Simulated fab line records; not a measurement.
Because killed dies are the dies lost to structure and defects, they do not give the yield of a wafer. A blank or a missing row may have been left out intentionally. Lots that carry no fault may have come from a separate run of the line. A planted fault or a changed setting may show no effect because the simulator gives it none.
Chamber matching + flow n5 finfet + 4 sister chambers for N5_BEOL_M13_VIA_ETCH_16 on rie diel-06
The step etches SiOC in C4F8/O2/Ar, target depth 921.7 nm. 14 wafers are shown with their chamber, then 7 later ones without.

WAFERS PAIRED WITH THEIR CHAMBERS
| wafer  | chamber | showerhead plenum p Torr (Torr) | drypump motor current A (A) | rf vpp V (V) |
|--------|---------|---------------------------------|-----------------------------|--------------|
| L074.3 | 0       | 3.35                            | 5.7                         | 663          |
| L074.4 | 1       | 3.32                            | 5.6                         | 660          |
| L074.5 | 0       | 3.35                            | 5.7                         | 662          |
| L086.3 | 2       | 3.53                            | 5.8                         | 668          |
| L086.5 | 3       | 3.62                            | 5.4                         | 670          |
| L086.6 | 2       | 3.53                            | 5.8                         | 668          |
| L089.1 | 3       | 3.61                            | 5.4                         | 670          |
| L089.2 | 1       | 3.31                            | 5.7                         | 662          |
| L089.5 | 1       | 3.31                            | 5.6                         | 662          |
| L091.3 | 2       | 3.53                            | 5.8                         | 668          |
| L091.4 | 0       | 3.34                            | 5.7                         | 662          |
| L091.6 | 2       | 3.53                            | 5.8                         | 668          |
| L087.1 | 0       | 3.34                            | 5.7                         | 662          |
| L087.2 | 1       | 3.31                            | 5.6                         | 661          |

SIGNATURES (means of the wafers above)
| reading                  | chamber 0 | chamber 1 | chamber 2 | chamber 3 | scatter within a chamber |
|--------------------------|-----------|-----------|-----------|-----------|--------------------------|
| showerhead plenum p Torr | 3.3450    | 3.3125    | 3.5300    | 3.6150    | 0.00474                  |
| drypump motor current A  | 5.700     | 5.625     | 5.800     | 5.400     | 0.0274                   |
| rf vpp V                 | 662.25    | 661.25    | 668.00    | 670.00    | 0.592                    |
Rule: distance of a wafer from a chamber = root of the sum over the readings of ((wafer's reading minus chamber's mean) / reading's scatter) squared. If the next closest chamber is less than 2 further off than the closest, the wafer can't be placed; otherwise it belongs to the closest. The scatter is the square root of a quotient: the sum, over the shown wafers, of each reading's squared deviation from its chamber's mean, divided by wafers minus chambers.

WAFERS WHOSE CHAMBER IS MISSING
| wafer  | showerhead plenum p Torr (Torr) | drypump motor current A (A) | rf vpp V (V) |
|--------|---------------------------------|-----------------------------|--------------|
| L087.6 | 3.31                            | 5.6                         | 661          |
| L093.1 | 3.30                            | 5.7                         | 659          |
| L093.3 | 3.34                            | 5.7                         | 663          |
| L093.6 | 3.53                            | 5.8                         | 668          |
| L096.1 | 3.34                            | 5.7                         | 662          |
| L096.5 | 3.30                            | 5.7                         | 660          |
| L096.6 | 3.61                            | 5.4                         | 670          |

THE CHAMBER EACH PASSED THROUGH
| wafer  | from the rows above | in truth |
|--------|---------------------|----------|
| L087.6 | 1                   | 1        |
| L093.1 | 1                   | 1        |
| L093.3 | 0                   | 0        |
| L093.6 | 2                   | 2        |
| L096.1 | 0                   | 0        |
| L096.5 | 1                   | 1        |
| L096.6 | 3                   | 3        |
Correctly placed: 7 of 7. Left unplaced by these rows: 0. 0 placed wrongly.
